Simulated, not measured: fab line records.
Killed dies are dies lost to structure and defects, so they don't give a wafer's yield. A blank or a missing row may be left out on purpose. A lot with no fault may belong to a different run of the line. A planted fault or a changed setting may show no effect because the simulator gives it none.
fab line records | flow n5-finfet
record: lots: 7 wafers: 21
route steps=1938 shown PASSIVATION@1921
start-h: hours from the record's opening day to when the first of the lot's shown wafers began | wait-h: time in hours since the lot's previous step | " identical to the entry in the row above | L1.1+2: one row covering several wafers at once | - no value, or no start was given | * or withheld: withheld | < > ~ a bound
route shown NAME@n: NAME is a module with steps in the file, n the number in the route of the first one | usual: average and standard deviation across the fault-free wafers | same: alike in all rows | chamber/n: place in a boat | sites: the reading at each site | _std_site: the standard deviation of these | _edge_site: outer sites' mean less inner sites' | radius-mm: for every site, how far away it sits from the centre of the wafer | mask NAME#n: copy n | behind: the tool/chamber that last shaped the wafer | hold: what put the lot on hold/how long, in hours/how the hold closed | device: the transistor (n, p or np) that didn't switch | end of line: tests of these same wafers at the route's end | a step given without rows: its recipe and nothing more | killed: dies lost to structure and defects at the first sort, not the wafer's yield | map: a wafer's dies, x killed, . not, _ none there
set.NAME: setting as actually run; set.NAME@STEP: the setting as run at that earlier step | model.NAME: the simulator's own value behind a step, which no gauge read
lots where settings were altered on purpose, with a table for each step and a row for each wafer
== steps ==
step: N5_PASSIVATION_EXPOSE_41
recipe: mask-id: PASS_OPEN na: 0.55 defocus-nm: 0 source-shape: conventional sigma-outer: 0.8 polarization: unpolarized target-cd-nm: 40000 dose-mj: 57.25
columns lot.wafer tool chamber start-h wait-h mask set.dose-mj
L075.1+3+4 krf-scanner-01 0 308.23 - PASS_OPEN#0 57.25
L074.1+6 krf-scanner-02 0 313.54 - PASS_OPEN#0 57.25
L074.2 " 0 " " PASS_OPEN#0 59.95
L084.1+3+5 krf-scanner-02 0 386.28 - PASS_OPEN#0 57.25
L088.1+2 krf-scanner-02 0 403.86 - PASS_OPEN#0 58.44
L088.5 " 0 " " PASS_OPEN#0 57.25
L091.1+4 krf-scanner-02 0 405.70 - PASS_OPEN#0 57.25
L091.6 " 0 " " PASS_OPEN#0 60.98
L089.1 krf-scanner-02 0 414.83 - PASS_OPEN#0 60.46
L089.2+6 " 0 " " PASS_OPEN#0 57.25
L095.1 krf-scanner-01 0 440.36 - PASS_OPEN#0 58.48
L095.3+5 " 0 " " PASS_OPEN#0 57.25
step: N5_PASSIVATION_PEB_42
recipe: peb-temp-c: withheld peb-time-s: *
step: N5_PASSIVATION_DEVELOP_43
recipe: develop-time-s: 60 rinse-liquid: diw dry: air-spin dev-temp-c: 21
step: N5_PASSIVATION_HARDBAKE_45
recipe: temp-c: 130 time-s: 120
step: N5_PASSIVATION_CD_MEAS_44
recipe: target-cd-nm: 40000 landing-energy-ev: 500 detector: se-inlens
usual: cd-nm: 40001/3.6
columns lot.wafer tool chamber start-h wait-h set.dose-mj@PASSIVATION_EXPOSE_41 cd-nm
L075.1 cd-sem-01 0 308.41 - 57.25 39999
L075.3 " 0 " " 57.25 40003
L075.4 " 0 " " 57.25 40002
L074.1 cd-sem-01 0 313.72 - 57.25 40007
L074.2 " 0 " " 59.95 40022
L074.6 " 0 " " 57.25 40007
L084.1 cd-sem-02 0 386.46 - 57.25 40002
L084.3 " 0 " " 57.25 39997
L084.5 " 0 " " 57.25 40002
L088.1 cd-sem-01 0 404.04 - 58.44 40006
L088.2 " 0 " " 58.44 40007
L088.5 " 0 " " 57.25 40001
L091.1 cd-sem-02 0 405.88 - 57.25 40002
L091.4 " 0 " " 57.25 40003
L091.6 " 0 " " 60.98 40029
L089.1 cd-sem-01 0 415.01 - 60.46 40021
L089.2 " 0 " " 57.25 40003
L089.6 " 0 " " 57.25 40000
L095.1 cd-sem-01 0 440.54 - 58.48 40009
L095.3 " 0 " " 57.25 40000
L095.5 " 0 " " 57.25 40003
step: N5_PASSIVATION_SRD_72
recipe: dry: ipa-marangoni time-s: 30 temp-c: 23 rinse-liquid: diw
step: N5_PASSIVATION_ANNEAL_56
recipe: temp-c: 400 time-s: 1800 ambient: FGA idle-temp-c: 300 ramp-up-c-per-min: 5 ramp-down-c-per-min: 3
step: N5_PASSIVATION_PROBE_49
usual: defect-limited-yield: 91.6/1.4 killed_at_M0_to_M3: 35/10 killed_at_M4_up: 13/4.8 killed-at-contacts: 12/7.2 killed-at-front-end: 36/12 killed-at-other: 4/3.1 killed-dies: 100/17 killed-open: 66/13 killed-short: 32/7.3 sort_bin_4_leakage: 0.00/0.0099 sort_bin_5_function: 5.0/0.94 sort_bin_6_memory: 3.1/0.67 sort_bin_8_speed: 0.01/0.047 sort-n-pass: 1080/17 sort-yield-pct: 91.6/1.4
same: gross-dies: 1180 killed-at-back-side: 0
columns lot.wafer tool chamber start-h wait-h set.time-s@PASSIVATION_PECVD_35 defect-limited-yield[%] killed_at_M0_to_M3 killed_at_M4_up killed-at-contacts killed-at-front-end killed-at-other killed-dies killed-open killed-short sort_bin_4_leakage[%] sort_bin_5_function[%] sort_bin_6_memory[%] sort_bin_8_speed[%] sort-n-pass sort-yield-pct[%]
L075.1 prober-02 - 311.73 0.0 151.3 90.1 47 24 16 29 1 117 72 45 0 6.5 3.1 0 1063 90.1
L075.3 prober-02 - 311.83 0.1 151.3 90.3 51 12 21 27 3 114 77 33 0 5.6 3.4 0 1066 90.3
L075.4 prober-02 - 311.88 0.2 151.3 90.9 47 14 8 35 3 107 69 38 0.08 5.3 3.7 0 1072 90.8
L074.1 prober-01 - 317.19 0.0 151.3 90.3 35 12 15 50 3 115 76 39 90.25 5.3 4.1 0 0 0
L074.2 prober-01 - 317.24 0.1 151.3 91.8 38 8 12 35 4 97 60 37 0 4.1 3.6 0 1083 91.8
L074.6 prober-01 - 317.44 0.3 162.9 70.8 42 3 11 30 258 344 52 31 0 27.1 1.7 0.08 835 70.8
L084.1 prober-01 - 389.60 0.0 151.3 91.5 37 7 13 39 4 100 61 39 0 4.6 3.6 0.42 1075 91.1
L084.3 prober-01 - 389.70 0.1 151.3 91.3 43 11 10 36 3 103 71 32 0 5.8 2.7 0 1077 91.3
L084.5 prober-01 - 389.80 0.2 151.3 92.0 30 25 12 26 1 94 65 29 0 5.0 2.9 0.17 1084 91.9
L088.1 prober-02 - 407.17 0.0 134.2 92.1 39 18 6 28 2 93 72 19 0 4.8 2.9 0 1087 92.1
L088.2 prober-02 - 407.22 0.1 151.3 93.5 22 16 12 23 4 77 53 24 0 3.5 2.6 0 1103 93.5
L088.5 prober-02 - 407.37 0.2 134.2 90.3 49 14 11 38 2 114 77 36 0 6.0 3.1 0 1066 90.3
L091.1 prober-01 - 409.14 0.0 135.1 89.7 61 12 14 34 1 122 80 40 0 5.8 4.3 0 1058 89.7
L091.4 prober-01 - 409.29 0.2 135.1 89.7 48 22 15 35 1 121 94 27 89.75 5.3 4.5 0 0 0
L091.6 prober-01 - 409.39 0.3 151.3 92.3 27 12 13 38 1 91 63 28 0 4.2 3.0 0 1089 92.3
L089.1 prober-02 - 418.14 0.0 151.3 92.6 20 16 19 28 4 87 64 20 0 4.3 2.8 0.08 1093 92.6
L089.2 prober-02 - 418.19 0.1 151.3 92.5 27 8 17 34 2 88 49 35 0 4.3 3.0 0 1092 92.5
L089.6 prober-02 - 418.39 0.3 163.5 64.2 33 15 8 39 327 422 77 29 0 31.7 3.6 0 758 64.2
L095.1 prober-02 - 443.70 0.0 151.3 91.3 27 16 11 46 3 103 66 33 0 6.0 2.5 0 1077 91.3
L095.3 prober-02 - 443.80 0.1 151.3 92.7 16 14 14 42 0 86 43 41 0 4.1 3.0 0 1094 92.7
L095.5 prober-02 - 443.90 0.2 151.3 89.6 47 18 8 46 4 123 84 35 0 6.6 3.6 0 1057 89.6
killed by level:class
L075.1 BEOL_M0_SAQP:geometric-particle:short=14 BEOL_M4:geometric-particle:open=14 MOL_CONTACT_COAG:geometric-particle:open=13 BEOL_M0_SAQP:geometric-particle:open=13 FIN_SAQP:geometric-particle:open=8 FIN_SAQP:geometric-particle:short=6 BEOL_M3:geometric-particle:open=6 BEOL_M1:geometric-particle:short=5
L075.3 BEOL_M0_SAQP:geometric-particle:open=15 MOL_CONTACT_COAG:geometric-particle:open=14 BEOL_M3:geometric-particle:open=12 BEOL_M0_SAQP:geometric-particle:short=11 MOL_CONTACT_COAG:geometric-particle:short=7 BEOL_M1:geometric-particle:open=6 GATE_CUT:geometric-particle:short=5 BEOL_M2:geometric-particle:open=5
L075.4 BEOL_M0_SAQP:geometric-particle:open=10 BEOL_M0_SAQP:geometric-particle:short=10 BEOL_M1:geometric-particle:open=9 FIN_SAQP:geometric-particle:open=8 MOL_CONTACT_COAG:geometric-particle:open=8 BEOL_M4:geometric-particle:open=7 FIN_SAQP:geometric-particle:short=6 BEOL_M2:geometric-particle:open=6
L074.1 MOL_CONTACT_COAG:geometric-particle:open=14 FIN_SAQP:geometric-particle:short=11 FIN_SAQP:geometric-particle:open=9 BEOL_M1:geometric-particle:open=9 GATE_CUT:geometric-particle:short=8 BEOL_M0_SAQP:geometric-particle:open=8 BEOL_M4:geometric-particle:open=8 DUMMY_GATE:geometric-particle:open=5
L074.2 FIN_SAQP:geometric-particle:short=11 BEOL_M0_SAQP:geometric-particle:open=10 FIN_SAQP:geometric-particle:open=9 MOL_CONTACT_COAG:geometric-particle:open=9 BEOL_M0_SAQP:geometric-particle:short=7 BEOL_M3:geometric-particle:open=7 DUMMY_GATE:geometric-particle:open=4 BEOL_M1:geometric-particle:open=4
L074.6 PASSIVATION:area-pecvd=258 MOL_CONTACT_COAG:geometric-particle:open=9 BEOL_M0_SAQP:geometric-particle:short=9 BEOL_M0_SAQP:geometric-particle:open=7 STI_FIN_REVEAL:geometric-particle:open=6 GATE_CUT:geometric-particle:open=6 BEOL_M1:geometric-particle:open=6 BEOL_M3:geometric-particle:open=6
L084.1 BEOL_M0_SAQP:geometric-particle:open=9 BEOL_M0_SAQP:geometric-particle:short=9 FIN_SAQP:geometric-particle:short=8 MOL_CONTACT_COAG:geometric-particle:open=8 BEOL_M1:geometric-particle:open=8 FIN_SAQP:geometric-particle:open=7 STI_FIN_REVEAL:geometric-particle:open=7 MOL_CONTACT_COAG:geometric-particle:short=5
L084.3 MOL_CONTACT_COAG:geometric-particle:open=10 BEOL_M0_SAQP:geometric-particle:short=10 BEOL_M0_SAQP:geometric-particle:open=7 BEOL_M2:geometric-particle:open=7 DUMMY_GATE:geometric-particle:open=6 BEOL_M5:geometric-particle:open=6 STARTING-WAFER:geometric-particle:open=6 DUMMY_GATE:geometric-particle:short=5
L084.5 BEOL_M1:geometric-particle:open=11 MOL_CONTACT_COAG:geometric-particle:open=9 BEOL_M4:geometric-particle:open=9 DUMMY_GATE:geometric-particle:open=6 FIN_SAQP:geometric-particle:open=5 BEOL_M0_SAQP:geometric-particle:short=5 BEOL_M2:geometric-particle:open=5 FIN_SAQP:geometric-particle:short=4
L088.1 BEOL_M4:geometric-particle:open=12 BEOL_M0_SAQP:geometric-particle:open=9 BEOL_M3:geometric-particle:open=9 BEOL_M1:geometric-particle:open=7 BEOL_M0_SAQP:geometric-particle:short=6 BEOL_M2:geometric-particle:open=6 STI_FIN_REVEAL:geometric-particle:open=5 DUMMY_GATE:geometric-particle:open=5
L088.2 MOL_CONTACT_COAG:geometric-particle:open=9 BEOL_M0_SAQP:geometric-particle:short=8 BEOL_M1:geometric-particle:open=6 BEOL_M4:geometric-particle:open=6 BEOL_M0_SAQP:geometric-particle:open=4 FIN_SAQP:geometric-particle:open=3 FIN_CUT:geometric-particle:open=3 STI_FIN_REVEAL:geometric-particle:open=3
L088.5 BEOL_M0_SAQP:geometric-particle:short=14 BEOL_M0_SAQP:geometric-particle:open=12 BEOL_M2:geometric-particle:open=12 FIN_SAQP:geometric-particle:open=10 STI_FIN_REVEAL:geometric-particle:open=7 MOL_CONTACT_COAG:geometric-particle:open=7 BEOL_M4:geometric-particle:open=6 MOL_CONTACT_COAG:geometric-particle:short=4
L091.1 BEOL_M0_SAQP:geometric-particle:open=23 BEOL_M0_SAQP:geometric-particle:short=14 BEOL_M3:geometric-particle:open=11 MOL_CONTACT_COAG:geometric-particle:open=10 STI_FIN_REVEAL:geometric-particle:open=9 BEOL_M3:geometric-particle:short=8 GATE_CUT:geometric-particle:short=5 DUMMY_GATE:geometric-particle:open=4
L091.4 STI_FIN_REVEAL:geometric-particle:open=15 BEOL_M4:geometric-particle:open=14 MOL_CONTACT_COAG:geometric-particle:open=13 BEOL_M3:geometric-particle:open=12 BEOL_M0_SAQP:geometric-particle:open=10 BEOL_M0_SAQP:geometric-particle:short=9 BEOL_M1:geometric-particle:open=8 FIN_SAQP:geometric-particle:open=5
L091.6 STI_FIN_REVEAL:geometric-particle:open=15 MOL_CONTACT_COAG:geometric-particle:open=11 BEOL_M0_SAQP:geometric-particle:open=10 BEOL_M0_SAQP:geometric-particle:short=7 GATE_CUT:geometric-particle:open=3 GATE_CUT:geometric-particle:short=3 BEOL_M3:geometric-particle:open=3 BEOL_M3:geometric-particle:short=3
L089.1 MOL_CONTACT_COAG:geometric-particle:open=15 FIN_SAQP:geometric-particle:open=7 BEOL_M3:geometric-particle:open=7 BEOL_M4:geometric-particle:open=6 STI_FIN_REVEAL:geometric-particle:open=5 BEOL_M0_SAQP:geometric-particle:open=5 SPACER0:geometric-particle:open=4 MOL_CONTACT_COAG:geometric-particle:short=4
L089.2 MOL_CONTACT_COAG:geometric-particle:open=14 BEOL_M2:geometric-particle:open=7 BEOL_M2:geometric-particle:short=7 DUMMY_GATE:geometric-particle:open=6 FIN_SAQP:geometric-particle:short=5 GATE_CUT:geometric-particle:open=4 BEOL_M0:geometric-particle:short=4 MOL_CONTACT_COAG:geometric-particle:short=3
L089.6 PASSIVATION:area-pecvd=315 BEOL_M2:geometric-particle:open=10 STARTING-WAFER:geometric-particle:open=8 STI_FIN_REVEAL:geometric-particle:open=7 MOL_CONTACT_COAG:geometric-particle:open=7 BEOL_M4:geometric-particle:open=6 FIN_SAQP:geometric-particle:open=5 FIN_SAQP:geometric-particle:short=4
L095.1 FIN_SAQP:geometric-particle:short=14 MOL_CONTACT_COAG:geometric-particle:open=11 FIN_SAQP:geometric-particle:open=7 GATE_CUT:geometric-particle:short=7 STI_FIN_REVEAL:geometric-particle:open=6 BEOL_M0_SAQP:geometric-particle:open=6 BEOL_M1:geometric-particle:open=6 BEOL_M2:geometric-particle:open=6
L095.3 FIN_SAQP:geometric-particle:short=12 MOL_CONTACT_COAG:geometric-particle:open=11 GATE_CUT:geometric-particle:short=7 BEOL_M1:geometric-particle:open=6 BEOL_M4:geometric-particle:open=5 BEOL_M4:geometric-particle:short=4 FIN_SAQP:geometric-particle:open=3 MOL_CONTACT_COAG:geometric-particle:short=3
L095.5 BEOL_M1:geometric-particle:open=17 BEOL_M4:geometric-particle:open=9 FIN_SAQP:geometric-particle:short=7 BEOL_M0_SAQP:geometric-particle:open=7 BEOL_M3:geometric-particle:open=7 BEOL_M1:geometric-particle:short=7 FIN_SAQP:geometric-particle:open=5 STI_FIN_REVEAL:geometric-particle:open=5
== key ==
split: step: N5_PASSIVATION_EXPOSE_41 setting: dose-mj stated: 57.25 by: wafer
response: step: N5_PASSIVATION_CD_MEAS_44 reading: cd-nm change: +3.61 per: 1% r: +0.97
split outside-this-file step=N5_PASSIVATION_PECVD_35 setting=time-s
split outside-this-file: this setting was split too, and the file shows its column; the key of that split is in another file
